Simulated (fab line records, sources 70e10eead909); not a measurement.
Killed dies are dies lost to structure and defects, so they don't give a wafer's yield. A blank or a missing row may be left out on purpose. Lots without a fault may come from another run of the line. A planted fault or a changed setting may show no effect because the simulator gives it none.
Chamber matching | flow nand_harc | NHARC_A_CHANNEL_FILL_D2_ALD_14 on ald_hk-04: 4 sister chambers
The step deposits SiO2, target thk 2.5 nm, pulse time 10 s, ald cycles 25. 8 wafers are shown with their chamber, then 9 later ones without.

WAFERS WITH THEIR CHAMBER
wafer  | chamber | heater_power_w (W) | precursor_pulse_height_rel
L078.3 | 1       | 468                | 1.015
L080.3 | 3       | 471                | 0.991
L080.5 | 2       | 447                | 1.001
L081.2 | 2       | 440                | 0.971
L081.3 | 3       | 482                | 0.989
L082.1 | 0       | 617                | 1.021
L082.2 | 1       | 462                | 0.947
L082.5 | 0       | 611                | 1.004

WAFERS WITHOUT THEIR CHAMBER
wafer  | heater_power_w (W) | precursor_pulse_height_rel
L083.2 | 492                | 0.997
L083.4 | 474                | 1.001
L083.5 | 465                | 0.997
L086.1 | 628                | 0.953
L086.3 | 471                | 0.981
L086.4 | 458                | 1.007
L093.2 | 456                | 1.026
L093.3 | 598                | 1.067
L093.6 | 478                | 0.990

WHICH CHAMBER EACH WENT THROUGH
wafer  | from the rows above          | in truth
L083.2 | 3                            | 3
L083.4 | can't be placed: 3 or 1      | 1
L083.5 | can't be placed: 1 or 3      | 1
L086.1 | 0                            | 0
L086.3 | can't be placed: 3 or 1      | 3
L086.4 | can't be placed: 1 or 2 or 3 | 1
L093.2 | can't be placed: 1 or 2 or 3 | 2
L093.3 | 0                            | 0
L093.6 | 3                            | 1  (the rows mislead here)
Placed correctly: 3 of 9. Can't be placed from these rows: 5 (the true chamber is among the candidates in 5). Placed wrongly: 1.
How it was worked out, from the rows above alone: a wafer's distance from a chamber is the root of the sum, over the readings, of the square of ((its reading less the chamber's mean) divided by the reading's scatter). The wafer belongs to the nearest chamber; if the next one is less than 2 further off, it can't be placed. A chamber's mean is the mean of its shown wafers. The scatter: the root of (the sum of the squares of (reading less its chamber's mean) over the shown wafers, divided by (wafers less chambers)).
